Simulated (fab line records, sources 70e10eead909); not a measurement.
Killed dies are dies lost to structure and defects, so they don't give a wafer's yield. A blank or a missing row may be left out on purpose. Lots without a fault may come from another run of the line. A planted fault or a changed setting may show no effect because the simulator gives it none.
fab line records | flow nand_harc
record lots=6 wafers=18 last_day=33
route steps=1302 shown A_ONON_D1@445 A_CHANNEL_HOLE_D1@450 END@1302
lots that met no fault: from a run of the same line without faults
start_h: hours from the record's first day to the start of the lot's first wafer shown | wait_h: hours since the lot's step before | " the same as in the row above | L1.1+2: a row that stands for several wafers | - no value, or no start given | * or withheld: withheld | < > ~ a bound
route shown NAME@n: a module of which the file shows steps, and the number in the route of the first | usual: mean/standard deviation of fault-free wafers | same: alike in all rows | chamber/n: place in a boat | sites: the reading at each site | _std_site: their standard deviation | _edge_site: outer sites' mean less inner sites' | radius_mm: how far each site lies from the wafer's centre | mask NAME#n: copy n | behind: the tool/chamber that last shaped the wafer | hold: why the lot was held/for how many hours/how that ended | device: the transistor (n, p or np) that didn't switch | end of line: the same wafers' tests at the end of the route | a step without rows: its recipe alone | killed: dies lost to structure and defects at the first sort, not the wafer's yield | map: a wafer's dies, x killed, . not, _ none there
set.NAME: the setting as run; set.NAME@STEP: as run at that earlier step | model.NAME: the simulator's own value behind a step, which no gauge read
lots at some steps of the route; a table a step, a row a wafer
services: from which hour (start_h, from the record's first day; less than 0 if before it) a tool's chamber was out of use, for how many hours, and why
## steps
# step NHARC_A_ONON_D1_THK_MEAS_30
# recipe thk_meas_gauge=ellipsometry
# usual thk_nm=1005/10
# columns lot.wafer tool chamber start_h wait_h thk_nm
L114.1 film_metro-01 - 193.09 - 1009
L114.3 " - " " 1010
L114.5 " - " " 1009
L117.1 film_metro-01 - 219.77 - 1011
L117.2 " - " " 1009
L117.4 " - " " 1010
L124.2 film_metro-01 - 290.08 - 988
L124.5 " - " " 988
L124.6 " - " " 988
L126.2 film_metro-01 - 316.98 - 1006
L126.3 " - " " 1006
L126.6 " - " " 1008
L134.2 film_metro-02 - 393.78 - 993
L134.5 " - " " 995
L134.6 " - " " 994
L135.1 film_metro-02 - 403.85 - 1024
L135.3 " - " " 1025
L135.5 " - " " 1025
# step NHARC_A_ONON_D1_DEP_33
# recipe target_thk_a=2000 temp_c=400 pressure_torr=6.5 rf_w=900 teos_flow_sccm=161.4 flow_sccm=2650 target_thk_nm=200 gas=O2 material=SiO2
# usual heater_power_w=536/77 throttle_valve_pct=15.9/0.43
# columns lot.wafer tool chamber start_h wait_h heater_power_w throttle_valve_pct
L114.1 pecvd-02 2 193.15 0.1 573 16.3
L114.3 " 1 " " 515 15.8
L114.5 " 0 " " 654 15.4
L117.1 pecvd-04 1 219.87 0.1 468 15.2
L117.2 " 2 " " 631 16.5
L117.4 " 0 " " 664 16.1
L124.2 pecvd-03 2 290.18 0.1 577 15.5
L124.6 " 1 " " 483 16.6
L124.5 " 0 " " 470 15.3
L126.2 pecvd-04 2 317.04 0.1 590 16.2
L126.3 " 0 " " 525 15.7
L126.6 " 0 " " 540 15.9
L134.2 pecvd-02 1 393.89 0.1 404 15.5
L134.6 " 0 " " 574 16.2
L134.5 " 2 " " 533 15.8
L135.3 pecvd-03 1 403.91 0.1 444 16.5
L135.1 " 0 " " 544 15.8
L135.5 " 2 " " 610 15.6
# step NHARC_A_ONON_D1_THK_MEAS_34
# recipe thk_meas_gauge=ellipsometry
# usual thk_nm=200/3.1
# columns lot.wafer tool chamber start_h wait_h thk_nm
L114.1 film_metro-01 - 193.55 - 199
L114.3 " - " " 197
L114.5 " - " " 200
L117.1 film_metro-01 - 220.24 - 195
L117.2 " - " " 195
L117.4 " - " " 205
L124.2 film_metro-01 - 290.54 - 203
L124.5 " - " " 205
L124.6 " - " " 200
L126.2 film_metro-02 - 317.45 - 196
L126.3 " - " " 199
L126.6 " - " " 203
L134.2 film_metro-01 - 394.26 - 196
L134.5 " - " " 199
L134.6 " - " " 199
L135.1 film_metro-02 - 404.32 - 201
L135.3 " - " " 200
L135.5 " - " " 204
# step NHARC_A_ONON_D1_INSPECT_32
# usual raw_defect_count=69/21
# columns lot.wafer tool chamber start_h wait_h raw_defect_count
L114.1 defect_inspect-01 - 193.62 0.0 66
L114.3 " - " " 59
L114.5 " - " " 98
L117.1 defect_inspect-01 - 220.33 0.0 100
L117.2 " - " " 64
L117.4 " - " " 59
L124.2 defect_inspect-02 - 290.63 0.1 76
L124.5 " - " " 62
L124.6 " - " " 83
L126.2 defect_inspect-01 - 317.51 0.0 100
L126.3 " - " " 47
L126.6 " - " " 59
L134.2 defect_inspect-02 - 394.34 0.0 59
L134.5 " - " " 88
L134.6 " - " " 86
L135.1 defect_inspect-02 - 404.39 0.0 81
L135.3 " - " " 88
L135.5 " - " " 66
# step NHARC_A_CHANNEL_HOLE_D1_DEP_00
# recipe target_thk_a=31000 temp_c=400 material=aC
# usual throttle_valve_pct=35.000/0.01
# columns lot.wafer tool chamber start_h wait_h throttle_valve_pct
L114.1 acl_dep-02 0 193.68 0.1 35.001
L114.3 " 0 " " 34.987
L114.5 " 0 " " 35.004
L117.1 acl_dep-02 0 220.89 0.6 35.003
L117.2 " 0 " " 35.004
L117.4 " 0 " " 34.997
L124.2 acl_dep-02 0 294.39 3.8 35.015
L124.5 " 0 " " 35.005
L124.6 " 0 " " 34.990
L126.2 acl_dep-02 0 319.49 2.0 35.010
L126.3 " 0 " " 35.019
L126.6 " 0 " " 35.004
L134.2 acl_dep-01 0 394.73 0.4 35.004
L134.5 " 0 " " 35.002
L134.6 " 0 " " 34.992
L135.1 acl_dep-01 0 404.45 0.1 35.021
L135.3 " 0 " " 35.007
L135.5 " 0 " " 35.007
# step NHARC_A_CHANNEL_HOLE_D1_DEP_01
# recipe target_thk_a=1400 target_thk_nm=140 temp_c=400 pressure_torr=3.5 flow_sccm=200 rf_w=350 material=SiON
# usual heater_power_w=735/68
# columns lot.wafer tool chamber start_h wait_h heater_power_w
L114.1 pecvd-01 2 195.61 1.6 734
L114.3 " 0 " " 781
L114.5 " 0 " " 778
L117.2 pecvd-02 2 222.87 1.3 814
L117.1 " 0 " " 707
L117.4 " 1 " " 653
L124.2 pecvd-01 1 296.03 1.3 822
L124.6 " 1 " " 816
L124.5 " 2 " " 674
L126.3 pecvd-03 1 321.10 1.0 625
L126.2 " 2 " " 763
L126.6 " 1 " " 639
L134.2 pecvd-03 0 396.36 1.3 683
L134.6 " 2 " " 837
L134.5 " 1 " " 684
L135.1 pecvd-01 1 406.41 1.6 688
L135.3 " 0 " " 774
L135.5 " 2 " " 704
# step NHARC_A_CHANNEL_HOLE_D1_DEHYDRATE_02
# recipe temp_c=150 time_s=120
# step NHARC_A_CHANNEL_HOLE_D1_HMDS_03
# recipe time_s=30
# step NHARC_A_CHANNEL_HOLE_D1_COAT_36
# recipe temp_c=260 time_s=75
# step NHARC_A_CHANNEL_HOLE_D1_COAT_37
# recipe temp_c=225 time_s=65
# step NHARC_A_CHANNEL_HOLE_D1_COAT_04
# recipe spin_rpm=1500 resist_thk_nm=90
# step NHARC_A_CHANNEL_HOLE_D1_SOFTBAKE_05
# recipe temp_c=105 time_s=55
# usual heater_power_total_W=188.45/0.14 plate_temp_C=105.01/0.13
# columns lot.wafer tool chamber start_h wait_h heater_power_total_W plate_temp_C
L114.1 litho_track-04 0 195 - 188.27 105.03
L114.3 " 0 " " 188.73 105.10
L114.5 " 0 " " 188.40 105.01
L117.1 litho_track-06 0 223 - 188.70 104.85
L117.2 " 0 " " 188.30 104.84
L117.4 " 0 " " 188.34 104.75
L124.2 litho_track-04 0 296 - 184.95 105.10
L124.5 " 0 " " 185.44 105.08
L124.6 " 0 " " 185.01 104.80
L126.2 litho_track-04 0 321 - 185.19 104.98
L126.3 " 0 " " 185.14 105.13
L126.6 " 0 " " 185.10 104.88
L134.2 litho_track-06 0 396 - 188.31 104.80
L134.5 " 0 " " 188.45 105.14
L134.6 " 0 " " 188.65 105.04
L135.1 litho_track-01 0 406 - 188.43 104.93
L135.3 " 0 " " 188.56 104.93
L135.5 " 0 " " 188.35 105.06
# step NHARC_A_CHANNEL_HOLE_D1_EBR_06
# step NHARC_END_SORT_01
# recipe temp_c=25
# usual killed_at_array=63/17 killed_at_other=0.8/1.1 killed_at_periphery=3.5/3 killed_dies=67/17 killed_open=3.1/1.6 killed_short=2.6/1.4
# same gross_dies=677
# columns lot.wafer tool chamber start_h wait_h killed_at_array killed_at_other killed_at_periphery killed_dies killed_open killed_short
L114.1 prober-01 0 588.31 2.5 67 3 3 73 5 1
L114.3 prober-01 0 589.92 3.1 87 0 0 87 4 2
L114.5 prober-01 0 591.53 3.7 58 1 1 60 4 3
# killed by level:class
L114.1 A_CHANNEL_HOLE_D2:chamber_film_flake=30 A_CHANNEL_HOLE_D1:chamber_film_flake=29 HYBRID_BOND:chamber_film_flake=3 A_CONTACT:geometric_particle:open=2 A_STAIRCASE:chamber_film_flake=2 P_GATE:geometric_particle:open=1 P_CONTACT:geometric_particle:open=1 A_ONON_D1:geometric_particle:short=1
L114.3 A_CHANNEL_HOLE_D2:chamber_film_flake=36 A_CHANNEL_HOLE_D1:chamber_film_flake=34 A_STAIRCASE:chamber_film_flake=4 A_CONTACT:chamber_film_flake=3 A_M1:chamber_film_flake=2 A_ONON_D1:geometric_particle:short=1 A_ONON_D1:geometric_particle:open=1 A_CHANNEL_FILL_D2:geometric_particle:open=1
L114.5 A_CHANNEL_HOLE_D1:chamber_film_flake=23 A_CHANNEL_HOLE_D2:chamber_film_flake=21 A_CHANNEL_FILL_D1:chamber_film_flake=3 A_CONTACT:chamber_film_flake=3 A_ONON_D2:geometric_particle:open=2 A_CHANNEL_FILL_D1:geometric_particle:short=1 A_ONON_D2:geometric_particle:short=1 A_CHANNEL_HOLE_D2:geometric_particle:short=1
## services
# columns tool chamber start_h hours kind
litho_track-06 - 179.00 7.0 pm
pecvd-03 - 185.00 13.0 pm
pecvd-03 0 185.00 13.0 vent_cycle
pecvd-03 1 185.00 13.0 vent_cycle
acl_dep-01 - 189.68 13.0 pm
litho_track-04 - 203.00 7.0 pm
pecvd-02 - 227.10 13.0 pm
acl_dep-02 - 231.93 3.0 repair
pecvd-01 1 241.27 3.2 repair
acl_dep-02 - 241.66 13.0 pm
pecvd-02 0 254.51 4.5 repair
pecvd-03 - 256.79 0.4 repair
pecvd-02 2 262.71 12.6 repair
pecvd-04 - 269.12 13.0 pm
acl_dep-01 - 275.13 9.7 repair
pecvd-04 - 298.80 0.3 repair
pecvd-01 - 311.18 13.0 pm
litho_track-01 - 330.00 7.0 pm
pecvd-02 - 343.00 5.2 repair
litho_track-06 - 354.00 7.0 pm
pecvd-01 - 364.24 3.4 repair
pecvd-03 - 366.03 13.0 pm
acl_dep-01 - 374.39 13.0 pm
litho_track-04 - 378.00 7.0 pm
## key
first_sign step=NHARC_A_CHANNEL_HOLE_D1_SOFTBAKE_05 reading=heater_power_total_W direction=down sigmas=24 usual=* struck=*
effect none on later readings
met_at NHARC_A_CHANNEL_HOLE_D1_SOFTBAKE_05
struck_wafers L124.2,L124.5,L124.6,L126.2,L126.3,L126.6
tester_left_out L124,L126
onset_between 195 296
fault kind=process_parameter_drift tool=litho_track-04 chamber=- onset_h=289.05 steps=NHARC_A_CHANNEL_HOLE_D1_SOFTBAKE_05 channel=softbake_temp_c offset=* shape=step end_h=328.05 acts_in=* stated=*
# tester_left_out: of these lots the tester's yield and bins aren't shown, on N5 and GAA mostly nor the transistor test; their killed dies are dies lost to structure and defects alone, not to doping, threshold or leakage, so they don't give the yield
